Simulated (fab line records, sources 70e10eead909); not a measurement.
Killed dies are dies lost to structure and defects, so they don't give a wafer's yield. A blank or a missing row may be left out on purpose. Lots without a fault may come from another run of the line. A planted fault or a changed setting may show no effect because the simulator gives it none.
Chamber matching | flow nand_harc | NHARC_A_WL_FILL_ALD_02 on ald_metal-03: 4 sister chambers
The step deposits TiN, target thk 2 nm, pulse time 3 s, ald cycles 100. 8 wafers are shown with their chamber, then 11 later ones without.

WAFERS WITH THEIR CHAMBER
wafer  | chamber | heater_power_w (W) | precursor_pulse_height_rel
L085.3 | 1       | 1106               | 1.031
L086.2 | 0       | 1214               | 0.981
L086.5 | 2       | 1070               | 0.971
L086.6 | 3       | 1108               | 0.988
L093.1 | 3       | 1130               | 0.985
L093.2 | 2       | 1113               | 1.012
L093.4 | 0       | 1167               | 1.013
L093.3 | 1       | 1113               | 1.033

WAFERS WITHOUT THEIR CHAMBER
wafer  | heater_power_w (W) | precursor_pulse_height_rel
L093.5 | 1137               | 1.004
L093.6 | 1199               | 1.025
L091.3 | 1136               | 0.988
L091.4 | 1206               | 1.001
L091.5 | 1242               | 0.985
L094.2 | 1205               | 1.003
L094.3 | 1100               | 1.010
L094.4 | 1112               | 1.025
L094.1 | 1090               | 0.988
L094.5 | 1090               | 0.980
L094.6 | 1112               | 0.971

WHICH CHAMBER EACH WENT THROUGH
wafer  | from the rows above               | in truth
L093.5 | can't be placed: 3 or 1 or 2 or 0 | 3
L093.6 | 0                                 | 0
L091.3 | can't be placed: 3 or 2 or 0 or 1 | 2
L091.4 | 0                                 | 0
L091.5 | 0                                 | 0
L094.2 | 0                                 | 0
L094.3 | can't be placed: 2 or 1 or 3      | 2
L094.4 | can't be placed: 1 or 2 or 3      | 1
L094.1 | can't be placed: 2 or 3           | 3
L094.5 | can't be placed: 2 or 3           | 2
L094.6 | can't be placed: 3 or 2           | 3
Placed correctly: 4 of 11. Can't be placed from these rows: 7 (the true chamber is among the candidates in 7). Placed wrongly: 0.
How it was worked out, from the rows above alone: a wafer's distance from a chamber is the root of the sum, over the readings, of the square of ((its reading less the chamber's mean) divided by the reading's scatter). The wafer belongs to the nearest chamber; if the next one is less than 2 further off, it can't be placed. A chamber's mean is the mean of its shown wafers. The scatter: the root of (the sum of the squares of (reading less its chamber's mean) over the shown wafers, divided by (wafers less chambers)).
